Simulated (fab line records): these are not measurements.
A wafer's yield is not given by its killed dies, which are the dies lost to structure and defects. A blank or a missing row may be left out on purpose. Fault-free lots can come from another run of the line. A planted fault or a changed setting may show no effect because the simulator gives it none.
Which tool was responsible? || flow n5 finfet || route of 1938 steps, sampled at 1 step: 12 lots, 36 wafers

== WHAT THE GAUGES SHOWED, per wafer ==
N5_BEOL_M7_THK_MEAS_01.
{"lot": "L076", "measured": "day 9 14:18", "on": "film metro-02", "M7_ILD_THK (nm)": "153.5 155.3 156.0"}
{"lot": "L078", "measured": "day 10 12:43", "on": "film metro-01", "M7_ILD_THK (nm)": "153.5 155.8 155.7"}
{"lot": "L083", "measured": "day 11 12:54", "on": "film metro-01", "M7_ILD_THK (nm)": "154.1 154.0 156.6"}
{"lot": "L081", "measured": "day 11 17:20", "on": "film metro-01", "M7_ILD_THK (nm)": "153.6 155.0 156.6"}
{"lot": "L082", "measured": "day 12 09:17", "on": "film metro-02", "M7_ILD_THK (nm)": "155.0 155.3 158.1"}
{"lot": "L087", "measured": "day 12 10:07", "on": "film metro-01", "M7_ILD_THK (nm)": "154.1 157.4 157.0"}
{"lot": "L086", "measured": "day 13 05:19", "on": "film metro-02", "M7_ILD_THK (nm)": "153.4 152.6 156.4"}
{"lot": "L088", "measured": "day 13 10:55", "on": "film metro-01", "M7_ILD_THK (nm)": "153.4 155.2 152.9"}
{"lot": "L091", "measured": "day 14 08:58", "on": "film metro-01", "M7_ILD_THK (nm)": "155.8 155.7 157.8"}
{"lot": "L093", "measured": "day 14 14:16", "on": "film metro-02", "M7_ILD_THK (nm)": "153.8 156.3 155.9"}
{"lot": "L094", "measured": "day 14 19:13", "on": "film metro-01", "M7_ILD_THK (nm)": "153.9 156.0 156.5"}
{"lot": "L097", "measured": "day 15 16:36", "on": "film metro-01", "M7_ILD_THK (nm)": "154.2 156.9 156.1"}

== EACH LOT AND THE TOOL THAT RAN IT (in order: tool; ch and the chambers of the sampled wafers; start) ==
Before these readings, the record contains no process step.

== THE ANSWER, worked out from the rows above alone ==
Rule: the lots themselves supply what counts as usual. Put in order of their means at a reading, lots are off if they are a third of the lots or fewer, leave a main group of 4 or more, and stand apart from it by a gap of 3 or more times the standard deviation of the main group's means; of several such gaps the widest counts. A main group is skipped when, at the precision printed for the reading in the tables above, its means are all equal. Also off: a lot with no number at a reading for which 4 or more lots have one. Where the step has rows for the other lots, those lots are counted as sound.
None of the lots is off at any reading shown; this tells nothing.

== WHAT HAD BEEN PUT IN BY THE SIMULATOR ==
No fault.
